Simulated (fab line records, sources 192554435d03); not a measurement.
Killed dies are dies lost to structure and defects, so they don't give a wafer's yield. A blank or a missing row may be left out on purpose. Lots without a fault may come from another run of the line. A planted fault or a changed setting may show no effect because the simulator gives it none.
Chamber matching | flow n5_finfet | N5_BEOL_M0_SAQP_SPACER2_ALD_26 on ald_sin-01: 4 sister chambers
The step deposits SiO2, target thk 15 nm, pulse time 1 s, purge time 2 s. 22 wafers are shown with their chamber, then 11 later ones without.

WAFERS WITH THEIR CHAMBER
wafer  | chamber | heater_power_w (W) | precursor_pulse_height_rel
L077.2 | 0       | 525                | 1.006
L077.3 | 1       | 486                | 0.985
L077.5 | 2       | 490                | 1.009
L080.1 | 3       | 513                | 1.004
L080.2 | 2       | 474                | 0.985
L080.3 | 0       | 499                | 1.009
L080.4 | 1       | 496                | 1.010
L080.5 | 3       | 520                | 0.974
L080.6 | 0       | 519                | 1.011
L081.1 | 3       | 527                | 0.996
L081.2 | 0       | 510                | 1.018
L081.3 | 2       | 496                | 1.020
L081.4 | 1       | 488                | 1.024
L081.5 | 0       | 529                | 0.971
L081.6 | 3       | 520                | 1.004
L083.4 | 1       | 500                | 0.960
L083.5 | 0       | 516                | 0.986
L083.6 | 1       | 503                | 1.012
L087.2 | 0       | 526                | 0.991
L087.3 | 1       | 495                | 1.009
L087.6 | 0       | 505                | 0.972
L092.1 | 3       | 532                | 1.000

SIGNATURES (means of the wafers above)
reading                    | chamber 0 | chamber 1 | chamber 2 | chamber 3 | scatter within a chamber
heater_power_w             | 516.12    | 494.67    | 486.67    | 522.40    | 9.12
precursor_pulse_height_rel | 0.99550   | 1.00000   | 1.00467   | 0.99560   | 0.0187
Rule: a wafer's distance from a chamber is the root of the sum, over the readings, of the square of ((its reading less the chamber's mean) divided by the reading's scatter). The wafer belongs to the nearest chamber; if the next one is less than 2 further off, it can't be placed. The scatter: the root of (the sum of the squares of (reading less its chamber's mean) over the shown wafers, divided by (wafers less chambers)).

WAFERS WITHOUT THEIR CHAMBER
wafer  | heater_power_w (W) | precursor_pulse_height_rel
L092.2 | 516                | 1.014
L092.3 | 506                | 0.995
L092.4 | 486                | 0.992
L092.5 | 512                | 0.997
L092.6 | 506                | 0.979
L093.1 | 502                | 1.024
L093.2 | 521                | 1.010
L093.6 | 507                | 1.045
L097.1 | 522                | 1.027
L097.2 | 512                | 1.032
L097.4 | 487                | 0.990

WHICH CHAMBER EACH WENT THROUGH
wafer  | from the rows above               | in truth
L092.2 | can't be placed: 0 or 3 or 1      | 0
L092.3 | can't be placed: 0 or 1 or 3 or 2 | 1
L092.4 | can't be placed: 2 or 1           | 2
L092.5 | can't be placed: 0 or 3 or 1      | 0
L092.6 | can't be placed: 0 or 1 or 3 or 2 | 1
L093.1 | can't be placed: 1 or 2 or 0 or 3 | 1
L093.2 | can't be placed: 3 or 0           | 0
L093.6 | can't be placed: 1 or 0 or 2 or 3 | 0
L097.1 | can't be placed: 3 or 0 or 1      | 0
L097.2 | can't be placed: 0 or 3 or 1 or 2 | 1
L097.4 | can't be placed: 2 or 1           | 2
Placed correctly: 0 of 11. Can't be placed from these rows: 11 (the true chamber is among the candidates in 11). Placed wrongly: 0.
